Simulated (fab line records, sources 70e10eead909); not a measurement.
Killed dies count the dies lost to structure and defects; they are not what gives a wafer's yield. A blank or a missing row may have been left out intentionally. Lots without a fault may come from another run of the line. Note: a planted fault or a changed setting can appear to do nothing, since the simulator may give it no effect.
fab line records	flow nand-harc
record lots=5	wafers=15	last-day=32
route steps=1302 shown P_ZERO_WELL@14 END@1302
lots untouched by any fault: they come from a run of this same line in which no faults occurred
start-h: hours from the record's opening day to when the first of the lot's shown wafers began	wait-h: hours since the lot's step before	" identical to the entry in the row above	L1.1+2: a single row standing in for several wafers	- no value, or no start was given	* or withheld: withheld	< > ~ a bound
route shown NAME@n: a module of which the file shows steps, and the number in the route of the first	usual: the fault-free wafers' mean and standard deviation	same: alike in all rows	chamber/n: place in a boat	sites: per-site readings	_std_site: the values' standard deviation	_edge_site: inner sites' mean taken away from outer sites' mean	radius-mm: for every site, how far away it sits from the centre of the wafer	mask NAME#n: copy n	behind: the last tool/chamber to shape the wafer	hold: why the lot went on hold/how many hours it stayed there/how the hold came to an end	device: the transistor (n, p or np) that didn't switch	end of line: the same wafers' tests at the end of the route	a step given without rows: its recipe and nothing more	killed: at the first sort, the dies lost to defects and structure; wafer yield is something else	map: dies across one wafer; x = killed, . = not, _ = none there
set.NAME: the run value of the setting; set.NAME@STEP: its run value at that earlier step	model.NAME: the simulator's own value behind a step, which no gauge read
lots at selected steps of the route; one table per step, one row per wafer
services: when a tool's chamber went out of use (start-h, in hours from the record's first day, below 0 if earlier), for how many hours, and the reason
## steps
# step NHARC_P_ZERO_WELL_CD_MEAS_11
# recipe target-cd-nm=500	landing-energy-ev=500
# usual cd-nm=500.5/1.9
lot.wafer	tool	chamber	start-h	wait-h	cd-nm
L241.1	cd-sem-02	0	21.25	-	500.7
L241.2	"	0	"	"	503.2
L241.6	"	0	"	"	500.5
L245.1	cd-sem-01	0	61.26	-	496.2
L245.2	"	0	"	"	499.9
L245.4	"	0	"	"	500.8
L247.1	cd-sem-03	0	81.12	-	499.9
L247.2	"	0	"	"	500.0
L247.5	"	0	"	"	501.1
L255.1	cd-sem-01	0	161.23	-	501.0
L255.2	"	0	"	"	501.1
L255.3	"	0	"	"	501.0
L258.2	cd-sem-03	0	191.38	-	496.4
L258.3	"	0	"	"	497.8
L258.6	"	0	"	"	498.2
# step NHARC_P_ZERO_WELL_HARDBAKE_12
# recipe temp-c=118	time-s=65
# step NHARC_P_ZERO_WELL_DESCUM_13
# recipe time-s=3	o2-flow-sccm=200	ar-flow-sccm=0	bias-power-w=0	chemistry=O2
# usual drypump-motor-current-A=5.72/0.29	oes-product-au=1.000/0.012	rf-vpp-V=57.9/0.9	showerhead-plenum-p-Torr=1.96/0.09	throttle-valve-pct=11.312/0.0086
lot.wafer	tool	chamber	start-h	wait-h	drypump-motor-current-A	oes-product-au	rf-hours-counter-h	rf-vpp-V	showerhead-plenum-p-Torr	throttle-valve-pct
L241.1	rie-diel-04	1	21.42	-	5.47	0.999	5	57.8	2.06	11.312
L241.2	"	2	"	"	5.71	1.001	5	57.8	1.98	11.315
L241.6	"	1	"	"	5.47	0.992	-	60.3	2.06	11.318
L245.2	rie-diel-04	2	61.42	-	5.61	1.005	20	56.8	1.97	11.309
L245.1	"	0	"	"	5.77	1.010	12	57.3	2.07	11.312
L245.4	"	1	"	"	5.47	1.003	18	58.2	2.05	11.310
L247.1	rie-diel-07	3	81.28	-	5.41	0.981	43	57.6	1.78	11.302
L247.2	"	1	"	"	5.89	1.002	38	57.1	1.76	11.308
L247.5	"	1	"	"	5.88	0.994	-	57.6	1.76	11.308
L255.1	rie-diel-04	1	161.39	-	5.46	0.976	50	58.0	2.04	11.315
L255.3	"	2	"	"	5.65	0.986	51	57.7	1.96	11.315
L255.2	"	3	"	"	5.62	1.002	54	56.4	1.97	11.316
L258.2	rie-diel-01	0	191.54	-	5.72	1.015	51	58.8	1.87	11.316
L258.3	"	2	"	"	5.69	1.010	54	58.7	1.94	11.312
L258.6	"	0	"	"	5.72	1.023	-	56.7	1.87	11.302
# step NHARC_P_ZERO_WELL_ETCH_65
# recipe target-depth-a=800	overetch-a=240	time-s=87.88	ion-energy-ev=200	n2-flow-sccm=150	h2-flow-sccm=150	ar-flow-sccm=0	rf-w=400	bias-w=150	chemistry=N2/H2
# usual bias-w=150.1/0.39	drypump-motor-current-A=5.73/0.29	oes-product-au=0.999/0.011	rf-vpp-V=431.7/2.7	showerhead-plenum-p-Torr=2.08/0.095	throttle-valve-pct=14.172/0.0094
lot.wafer	tool	chamber	start-h	wait-h	bias-w	drypump-motor-current-A	oes-product-au	rf-hours-counter-h	rf-vpp-V	showerhead-plenum-p-Torr	throttle-valve-pct
L241.1	rie-diel-04	0	21.51	0.1	150.1	5.80	1.005	5	436.4	2.22	14.163
L241.2	"	1	"	"	149.5	5.46	0.990	5	433.8	2.20	14.170
L241.6	"	3	"	"	150.2	5.63	1.004	-	432.1	2.12	14.168
L245.4	rie-diel-04	3	61.50	0.1	150.1	5.63	1.002	20	433.5	2.11	14.181
L245.1	"	0	"	"	149.5	5.80	1.009	12	435.1	2.21	14.167
L245.2	"	2	"	"	149.4	5.62	1.017	20	432.6	2.11	14.175
L247.2	rie-diel-07	1	81.38	0.1	149.8	5.82	0.992	38	426.3	1.87	14.154
L247.1	"	3	"	"	150.1	5.36	0.983	43	426.4	1.89	14.155
L247.5	"	2	"	"	150.2	5.15	0.983	-	429.9	1.99	14.158
L255.2	rie-diel-04	2	161.52	0.1	150.5	5.64	0.991	51	433.8	2.10	14.183
L255.3	"	0	"	"	149.9	5.79	0.989	48	434.0	2.20	14.163
L255.1	"	1	"	"	149.8	5.48	0.981	50	434.5	2.18	14.163
L258.3	rie-diel-01	3	191.64	0.1	150.0	6.34	0.998	55	431.4	2.06	14.177
L258.2	"	0	"	"	150.5	5.70	1.021	51	429.0	1.99	14.168
L258.6	"	1	"	"	150.2	6.26	0.978	-	427.0	1.91	14.173
# step NHARC_P_ZERO_WELL_ETCH_62
# recipe target-depth-a=130	time-s=6.5	chf3-flow-sccm=50	ar-flow-sccm=200	rf-w=500	bias-w=200	chemistry=CHF3/Ar
# usual bias-w=199.9/0.59	chf3-flow-sccm=50.00/0.14	drypump-motor-current-A=5.72/0.29	oes-product-au=0.957/0.018	rf-vpp-V=371.5/2.4	showerhead-plenum-p-Torr=2.39/0.1	throttle-valve-pct=20.217/0.0093
lot.wafer	tool	chamber	start-h	wait-h	bias-w	chf3-flow-sccm	drypump-motor-current-A	oes-product-au	rf-hours-counter-h	rf-vpp-V	showerhead-plenum-p-Torr	throttle-valve-pct
L241.2	rie-diel-04	3	-	-	200.7	50.04	5.63	0.976	5	371.9	2.43	20.229
L241.1	"	0	"	"	199.9	49.99	5.79	0.967	5	375.2	2.53	20.235
L241.6	"	0	"	"	199.1	49.89	5.77	0.967	-	376.0	2.53	20.214
L245.1	rie-diel-04	1	-	-	199.8	50.03	5.47	0.974	18	373.7	2.51	20.220
L245.4	"	3	"	"	199.2	50.24	5.65	0.961	20	371.9	2.42	20.213
L245.2	"	0	"	"	200.0	50.09	5.83	0.981	12	376.7	2.53	20.250
L247.1	rie-diel-07	2	-	-	199.3	49.91	5.15	0.930	46	368.4	2.29	20.227
L247.2	"	1	"	"	200.3	49.94	5.84	0.948	38	367.3	2.17	20.218
L247.5	"	3	"	"	200.0	50.01	5.41	0.936	-	368.0	2.18	20.227
L255.3	rie-diel-04	3	-	-	200.8	50.00	5.61	0.944	54	371.9	2.41	20.210
L255.2	"	0	"	"	199.7	49.88	5.78	0.942	48	373.2	2.52	20.216
L255.1	"	1	"	"	199.7	50.10	5.44	0.936	50	374.2	2.50	20.210
L258.2	rie-diel-01	2	-	-	200.1	50.12	5.68	0.986	54	371.0	2.37	20.205
L258.3	"	3	"	"	200.5	49.96	6.28	0.971	55	371.7	2.37	20.213
L258.6	"	1	"	"	198.7	49.86	6.25	0.938	-	368.1	2.21	20.209
# step NHARC_P_ZERO_WELL_ETCH_63
# recipe target-depth-a=1200	time-s=40.1	hbr-flow-sccm=150	cl2-flow-sccm=50	rf-w=400	icp-w=400	bias-w=100	chemistry=HBr/Cl2
# usual bias-w=100.00/0.3	drypump-motor-current-A=5.6/0.48	hbr-flow-sccm=150.0/0.42	oes-product-au=0.999/0.0089	throttle-valve-pct=26.407/0.0082
lot.wafer	tool	chamber	start-h	wait-h	bias-w	drypump-motor-current-A	hbr-flow-sccm	oes-product-au	rf-hours-counter-h	throttle-valve-pct
L241.2	rie-si-04	0	21.69	-	99.66	6.2	148.9	0.998	0.2	26.425
L241.1	"	1	"	"	99.91	6.0	150.5	0.988	0.2	26.408
L241.6	"	3	"	"	99.49	5.1	150.7	1.012	-	26.403
L245.1	rie-si-02	3	61.68	-	99.99	5.6	150.3	0.982	0.8	26.389
L245.4	"	1	"	"	99.83	5.8	150.1	0.990	0.8	26.404
L245.2	"	2	"	"	99.75	5.1	150.0	0.994	0.7	26.411
L247.1	rie-si-03	2	81.60	-	99.87	6.3	150.0	1.008	0.2	26.398
L247.2	"	3	"	"	100.51	6.0	149.8	1.001	0.2	26.410
L247.5	"	0	"	"	99.70	5.2	149.8	0.994	-	26.407
L255.2	rie-si-02	2	161.71	-	100.54	5.1	150.6	1.003	0.4	26.393
L255.3	"	3	"	"	99.20	5.7	149.8	0.996	0.3	26.404
L255.1	"	0	"	"	99.46	4.8	150.3	1.007	0.3	26.408
L258.2	rie-si-03	3	191.81	-	100.33	6.0	149.7	1.001	0.8	26.410
L258.3	"	0	"	"	100.05	5.2	149.5	1.000	0.8	26.399
L258.6	"	3	"	"	100.67	6.0	149.7	0.995	-	26.401
# step NHARC_P_ZERO_WELL_STRIP_15
# recipe time-s=900	temp-c=130	chemistry=SPM
# step NHARC_P_ZERO_WELL_DEHYDRATE_16
# recipe temp-c=150	time-s=120
# step NHARC_P_ZERO_WELL_HMDS_17
# recipe time-s=30
# step NHARC_P_ZERO_WELL_COAT_18
# recipe spin-rpm=withheld
# step NHARC_P_ZERO_WELL_SOFTBAKE_19
# recipe temp-c=122	time-s=95
# step NHARC_P_ZERO_WELL_EBR_20
# step NHARC_P_ZERO_WELL_EXPOSE_21
# recipe na=0.6	target-cd-nm=720	dose-mj=22.31	mask-id=P_NWELL
# usual focus-offset-nm=-0.1/0.5
# same na=0.6
lot.wafer	tool	chamber	start-h	wait-h	mask	focus-offset-nm
L241.1	krf-scanner-03	0	22.33	-	P_NWELL#0	0.0
L241.2	"	0	"	"	P_NWELL#0	-0.1
L241.6	"	0	"	"	P_NWELL#0	-0.5
L245.1	krf-scanner-01	0	62.33	-	P_NWELL#0	-0.5
L245.2	"	0	"	"	P_NWELL#0	-1.1
L245.4	"	0	"	"	P_NWELL#0	-0.5
L247.1	krf-scanner-01	0	82.34	-	P_PWELL#0	0.1
L247.2	"	0	"	"	P_PWELL#0	-0.5
L247.5	"	0	"	"	P_PWELL#0	-0.1
L255.1	krf-scanner-03	0	162.34	-	P_NWELL#0	-0.2
L255.2	"	0	"	"	P_NWELL#0	-0.5
L255.3	"	0	"	"	P_NWELL#0	-0.3
L258.2	krf-scanner-03	0	192.45	-	P_NWELL#0	-0.6
L258.3	"	0	"	"	P_NWELL#0	-0.6
L258.6	"	0	"	"	P_NWELL#0	-0.4
# step NHARC_P_ZERO_WELL_PEB_22
# recipe peb-temp-c=118	peb-time-s=85
# step NHARC_P_ZERO_WELL_DEVELOP_23
# recipe time-s=70
# step NHARC_P_ZERO_WELL_CD_MEAS_24
# recipe target-cd-nm=720	landing-energy-ev=500
# usual cd-nm=720.6/2.3
lot.wafer	tool	chamber	start-h	wait-h	cd-nm
L241.1	cd-sem-01	0	22.48	-	722.2
L241.2	"	0	"	"	724.6
L241.6	"	0	"	"	723.4
L245.1	cd-sem-03	0	62.49	-	716.1
L245.2	"	0	"	"	717.6
L245.4	"	0	"	"	715.4
L247.1	cd-sem-03	0	82.50	-	-
L247.2	"	0	"	"	-
L247.5	"	0	"	"	-
L255.1	cd-sem-01	0	162.49	-	722.7
L255.2	"	0	"	"	724.1
L255.3	"	0	"	"	721.9
L258.2	cd-sem-02	0	192.61	-	719.2
L258.3	"	0	"	"	722.5
L258.6	"	0	"	"	722.6
# step NHARC_P_ZERO_WELL_HARDBAKE_25
# recipe temp-c=125	time-s=80
# step NHARC_END_SORT_01
# recipe temp-c=25
# usual killed-at-array=57/20	killed-at-other=1.0/1.5	killed-at-periphery=3.5/2.5	killed-dies=62/21	killed-open=3.5/1.9	killed-short=2.4/1.6
# same gross-dies=677
lot.wafer	tool	chamber	start-h	wait-h	hold	killed-at-array	killed-at-other	killed-at-periphery	killed-dies	killed-open	killed-short
L241.1	prober-02	0	560.84	2.5	-	35	0	1	36	3	1
L241.2	prober-02	0	561.65	2.8	-	52	0	1	53	1	1
L241.6	prober-02	0	564.90	4.1	-	53	0	0	53	0	2
L245.1	prober-01	0	605.06	2.4	-	41	0	1	42	5	4
L245.2	prober-01	0	605.86	2.8	-	51	0	4	55	8	1
L245.4	prober-01	0	607.46	3.4	-	38	0	4	42	2	4
L247.1	prober-01	0	637.79	2.5	await-dispo/3.7h/scrap	74	5	598	677	3	2
L247.2	prober-01	0	638.59	2.8	await-dispo/3.7h/scrap	76	3	598	677	4	2
L247.5	prober-01	0	640.99	3.7	await-dispo/3.7h/scrap	86	5	586	677	3	5
L255.1	prober-02	0	703.80	2.5	-	68	1	5	74	5	1
L255.2	prober-02	0	704.61	2.8	-	75	2	3	80	6	3
L255.3	prober-02	0	705.41	3.1	-	66	1	3	70	2	4
L258.2	prober-01	0	757.96	2.8	-	70	0	3	73	3	0
L258.3	prober-01	0	758.76	3.1	-	81	0	3	84	5	2
L258.6	prober-01	0	761.16	4.0	-	88	0	2	90	2	3
# killed by level:class
L241.1 A_CHANNEL_HOLE_D2:chamber-film-flake=24 A_CHANNEL_HOLE_D1:chamber-film-flake=2 A_DECK1_JOINT:chamber-film-flake=2 A_BLC:chamber-film-flake=2 A_SOURCE_PLATE:geometric-particle:open=1 A_CHANNEL_HOLE_D2:geometric-particle:short=1 A_SGD_CUT:geometric-particle:open=1 A_CONTACT:geometric-particle:open=1
L241.2 A_CHANNEL_HOLE_D2:chamber-film-flake=35 A_BLC:chamber-film-flake=5 A_CONTACT:chamber-film-flake=4 A_SGD_CUT:chamber-film-flake=3 A_DECK1_JOINT:chamber-film-flake=2 P_GATE:geometric-particle:open=1 A_ONON_D1:geometric-particle:short=1 A_CHANNEL_HOLE_D1:chamber-film-flake=1
L241.6 A_CHANNEL_HOLE_D2:chamber-film-flake=34 A_CONTACT:chamber-film-flake=5 A_STAIRCASE:chamber-film-flake=3 A_SGD_CUT:chamber-film-flake=3 A_BLC:chamber-film-flake=3 A_WL_FILL:geometric-particle:short=2 A_ZERO_WELL:chamber-film-flake=2 A_CHANNEL_HOLE_D1:chamber-film-flake=1
L245.1 A_CHANNEL_HOLE_D2:chamber-film-flake=20 A_CONTACT:chamber-film-flake=6 A_CHANNEL_HOLE_D1:chamber-film-flake=3 A_M0:geometric-particle:short=2 A_STAIRCASE:chamber-film-flake=2 P_GATE:geometric-particle:open=1 A_ONON_D1:geometric-particle:short=1 A_ONON_D1:geometric-particle:open=1
L245.2 A_CHANNEL_HOLE_D2:chamber-film-flake=28 A_CHANNEL_HOLE_D1:chamber-film-flake=7 A_CONTACT:chamber-film-flake=7 P_CONTACT:geometric-particle:open=2 A_CHANNEL_FILL_D2:geometric-particle:open=2 A_M0:geometric-particle:open=2 A_WL_FILL:chamber-film-flake=2 A_ONON_D1:geometric-particle:open=1
L245.4 A_CHANNEL_HOLE_D2:chamber-film-flake=26 P_STI:chamber-film-flake=3 A_CONTACT:chamber-film-flake=3 A_WL_FILL:chamber-film-flake=2 P_CONTACT:geometric-particle:open=1 A_ONON_D1:geometric-particle:open=1 A_ONON_D1:geometric-particle:short=1 A_CHANNEL_HOLE_D1:geometric-particle:short=1
L247.1 P_ZERO_WELL:area-expose=592 A_SLIT:chamber-film-flake=30 A_CHANNEL_HOLE_D1:chamber-film-flake=28 A_CHANNEL_HOLE_D2:chamber-film-flake=6 P_CONTACT:chamber-film-flake=4 THIN_TSV:chamber-film-flake=4 P_ZERO_WELL:chamber-film-flake=2 A_WL_FILL:chamber-film-flake=2
L247.2 P_ZERO_WELL:area-expose=594 A_CHANNEL_HOLE_D1:chamber-film-flake=30 A_SLIT:chamber-film-flake=25 A_CHANNEL_HOLE_D2:chamber-film-flake=5 P_CONTACT:chamber-film-flake=4 A_CONTACT:chamber-film-flake=4 A_WL_FILL:chamber-film-flake=3 A_M0:geometric-particle:open=2
L247.5 P_ZERO_WELL:area-expose=580 A_CHANNEL_HOLE_D1:chamber-film-flake=43 A_SLIT:chamber-film-flake=20 A_CHANNEL_HOLE_D2:chamber-film-flake=12 P_CONTACT:chamber-film-flake=4 THIN_TSV:chamber-film-flake=4 A_ONON_D1:geometric-particle:open=2 A_CHANNEL_FILL_D1:geometric-particle:short=2
L255.1 A_SLIT:chamber-film-flake=32 A_CHANNEL_HOLE_D2:chamber-film-flake=20 A_CHANNEL_HOLE_D1:chamber-film-flake=6 A_CONTACT:chamber-film-flake=4 P_GATE:chamber-film-flake=2 P_CONTACT:geometric-particle:open=1 P_M0:geometric-particle:open=1 P_M2:geometric-particle:open=1
L255.2 A_SLIT:chamber-film-flake=37 A_CHANNEL_HOLE_D2:chamber-film-flake=12 A_CHANNEL_HOLE_D1:chamber-film-flake=8 A_CONTACT:chamber-film-flake=5 A_WL_FILL:geometric-particle:short=2 THIN_TSV:chamber-film-flake=2 A_BONDPAD:chamber-film-flake=2 P_M0:geometric-particle:open=1
L255.3 A_SLIT:chamber-film-flake=25 A_CHANNEL_HOLE_D2:chamber-film-flake=15 A_CHANNEL_HOLE_D1:chamber-film-flake=7 A_CONTACT:chamber-film-flake=6 A_STAIRCASE:chamber-film-flake=4 A_BONDPAD:chamber-film-flake=3 A_CHANNEL_FILL_D2:chamber-film-flake=2 P_M1:geometric-particle:short=1
L258.2 A_SLIT:chamber-film-flake=34 A_CHANNEL_HOLE_D1:chamber-film-flake=27 A_CONTACT:chamber-film-flake=2 P_M2:chamber-film-flake=2 A_SGD_CUT:chamber-film-flake=2 A_DECK1_JOINT:geometric-particle:open=1 A_SGD_CUT:geometric-particle:open=1 A_M0:geometric-particle:open=1
L258.3 A_SLIT:chamber-film-flake=31 A_CHANNEL_HOLE_D1:chamber-film-flake=28 A_SGD_CUT:chamber-film-flake=5 A_STAIRCASE:chamber-film-flake=4 A_CONTACT:chamber-film-flake=4 A_ZERO_WELL:chamber-film-flake=3 A_WL_FILL:geometric-particle:open=2 P_CONTACT:geometric-particle:short=1
L258.6 A_SLIT:chamber-film-flake=32 A_CHANNEL_HOLE_D1:chamber-film-flake=27 A_STAIRCASE:chamber-film-flake=8 A_CONTACT:chamber-film-flake=5 A_ZERO_WELL:chamber-film-flake=3 A_SGD_CUT:chamber-film-flake=3 A_WL_FILL:chamber-film-flake=2 P_M1:geometric-particle:short=1
# map L247.1 (x killed, . not)
____________x____________
_________xxxxxxx_________
_______xxxxxxxxxxx_______
______xxxxxxxxxxxxx______
_____xxxxxxxxxxxxxxx_____
____xxxxxxxxxxxxxxxxx____
____xxxxxxxxxxxxxxxxx____
___xxxxxxxxxxxxxxxxxxx___
___xxxxxxxxxxxxxxxxxxx___
__xxxxxxxxxxxxxxxxxxxxx__
__xxxxxxxxxxxxxxxxxxxxx__
_xxxxxxxxxxxxxxxxxxxxxxx_
_xxxxxxxxxxxxxxxxxxxxxxx_
_xxxxxxxxxxxxxxxxxxxxxxx_
_xxxxxxxxxxxxxxxxxxxxxxx_
_xxxxxxxxxxxxxxxxxxxxxxx_
xxxxxxxxxxxxxxxxxxxxxxxxx
xxxxxxxxxxxxxxxxxxxxxxxxx
xxxxxxxxxxxxxxxxxxxxxxxxx
xxxxxxxxxxxxxxxxxxxxxxxxx
xxxxxxxxxxxxxxxxxxxxxxxxx
_xxxxxxxxxxxxxxxxxxxxxxx_
_xxxxxxxxxxxxxxxxxxxxxxx_
_xxxxxxxxxxxxxxxxxxxxxxx_
_xxxxxxxxxxxxxxxxxxxxxxx_
_xxxxxxxxxxxxxxxxxxxxxxx_
__xxxxxxxxxxxxxxxxxxxxx__
__xxxxxxxxxxxxxxxxxxxxx__
___xxxxxxxxxxxxxxxxxxx___
___xxxxxxxxxxxxxxxxxxx___
____xxxxxxxxxxxxxxxxx____
____xxxxxxxxxxxxxxxxx____
_____xxxxxxxxxxxxxxx_____
______xxxxxxxxxxxxx______
_______xxxxxxxxxxx_______
_________xxxxxxx_________
____________x____________
# map L245.2 (x killed, . not)
____________.____________
_________......._________
_______..........._______
______........x.x..______
_____..............._____
____.................____
____............x....____
___.............x.....___
___............x.xx.x.___
__...............x.x...__
__.......x.....xxxxxx..__
_..............xxxxx...._
_.............x.xx......_
_...............xx.x...._
_................x.x...._
_...............x......._
.............x...........
.........................
x........................
..x...................x..
.........................
_..............x........_
_..........x............_
_................x......_
_.........x..xx...x....._
_...................x..._
__...........x.........__
__...........x.........__
___............x...x..___
___...................___
____.x...x...x.......____
____.................____
_____......x........_____
______.....x...x...______
_______..x........_______
_________x......_________
____________.____________
## services
tool	chamber	start-h	hours	kind
rie-diel-04	-	0.90	9.0	pm
krf-scanner-01	-	15.23	1.9	repair
rie-si-03	0	18.99	8.7	repair
rie-diel-04	0	23.75	14.9	repair
rie-diel-04	-	26.51	0.7	repair
rie-diel-01	-	26.80	9.0	pm
rie-si-03	-	44.00	9.0	pm
rie-si-02	2	44.35	6.9	repair
krf-scanner-03	-	52.00	4.0	pm
krf-scanner-03	-	64.92	2.5	repair
rie-diel-07	0	80.69	12.8	repair
krf-scanner-03	-	84.89	5.4	repair
rie-si-03	0	98.28	10.3	repair
rie-si-02	-	100.00	9.0	pm
krf-scanner-01	-	110.63	1.5	repair
rie-diel-07	-	117.20	9.0	pm
rie-si-04	0	133.58	8.6	repair
krf-scanner-01	-	140.00	4.0	pm
krf-scanner-01	-	150.90	0.2	repair
rie-diel-07	0	155.63	4.6	repair
rie-si-04	-	159.92	0.5	repair
rie-si-04	-	165.00	9.0	pm
krf-scanner-03	-	171.66	1.0	repair
rie-diel-04	-	177.90	9.0	pm
## key
first-sign step=NHARC_P_ZERO_WELL_EXPOSE_21	reading=mask	direction=changed
effect step=NHARC_P_ZERO_WELL_CD_MEAS_24	reading=cd-nm	direction=missing
effect step=NHARC_END_SORT_01	reading=killed-at-periphery	direction=up	sigmas=99+	usual=3.5	struck=594
more-kills-born-at NHARC_P_ZERO_WELL_EXPOSE_21@krf-scanner-01=1766
met-at NHARC_P_ZERO_WELL_EXPOSE_21
struck-wafers L247.1,L247.2,L247.5
later-rows-left-out L247.1,L247.2,L247.5
tester-left-out L247
onset-between 62.33 82.34
fault kind=wrong-mask	tool=any	chamber=-	onset-h=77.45	steps=NHARC_P_ZERO_WELL_EXPOSE_21	aux-copy=P_PWELL#0	scope=struck-lots-only
# tester-left-out: of these lots the tester's yield and bins aren't shown, on N5 and GAA mostly nor the transistor test; their killed dies are dies lost to structure and defects alone, not to doping, threshold or leakage, so they don't give the yield
# later-rows-left-out: the simulator's readings of these wafers behind a module that went badly wrong aren't trusted and aren't shown, but for the sort
